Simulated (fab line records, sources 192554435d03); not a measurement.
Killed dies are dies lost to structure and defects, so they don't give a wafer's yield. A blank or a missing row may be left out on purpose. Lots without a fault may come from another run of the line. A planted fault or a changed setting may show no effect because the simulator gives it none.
Which tool did it? | flow n5_finfet | 12 lots, 36 wafers sampled, at 2 steps of a route of 1938

WHAT THE GAUGES READ, wafer by wafer
N5_BEOL_M9_THK_MEAS_01.
lot  | measured     | on            | M9_ILD_THK (nm)
L074 | day 11 00:27 | film_metro-01 | 264 269 273
L078 | day 12 00:01 | film_metro-02 | 269 269 271
L079 | day 12 00:56 | film_metro-01 | 271 277 271
L082 | day 12 08:12 | film_metro-01 | 269 273 271
L083 | day 13 11:52 | film_metro-02 | 264 268 269
L085 | day 14 11:06 | film_metro-01 | 263 263 270
L087 | day 14 14:55 | film_metro-01 | 263 267 269
L089 | day 15 21:19 | film_metro-01 | 265 266 270
L094 | day 16 18:08 | film_metro-02 | 271 263 271
L093 | day 17 01:42 | film_metro-01 | 260 264 268
L095 | day 17 06:58 | film_metro-02 | 264 267 267
L096 | day 18 01:44 | film_metro-01 | 267 272 268

WHICH TOOL RAN EACH LOT (tool, then ch and the chambers of the sampled wafers, then the start)
lot  | N5_BEOL_M8_ANNEAL_51
L074 | rtp_anneal-01 ch 0, day 10 22:30
L078 | rtp_anneal-01 ch 0, day 11 22:38
L079 | rtp_anneal-01 ch 0, day 11 23:32
L082 | rtp_anneal-02 ch 0, day 12 06:47
L083 | rtp_anneal-02 ch 0, day 13 10:31
L085 | rtp_anneal-01 ch 0, day 14 09:14
L087 | rtp_anneal-02 ch 0, day 14 13:35
L089 | rtp_anneal-02 ch 0, day 15 19:54
L094 | rtp_anneal-02 ch 0, day 16 16:47
L093 | rtp_anneal-01 ch 0, day 16 23:58
L095 | rtp_anneal-02 ch 0, day 17 05:32
L096 | rtp_anneal-01 ch 0, day 18 00:18
- N5_BEOL_M8_ANNEAL_51: time 90 s.

THE ANSWER, worked out from the rows above alone
Rule: what is usual is taken from the lots themselves. Put in order of their means at a reading, lots are off if they are a third of the lots or fewer, leave a main group of 4 or more, and stand apart from it by a gap of 3 or more times the standard deviation of the main group's means; of several such gaps the widest counts. A main group whose means are all the same, to the digits that the tables above print for the reading, isn't used. A lot without any number at a reading at which 4 lots or more have one is off too. The other lots that the step has rows for count as sound.
No lot is off at any reading shown: from this, nothing can be told.

WHAT THE SIMULATOR HAD PUT IN
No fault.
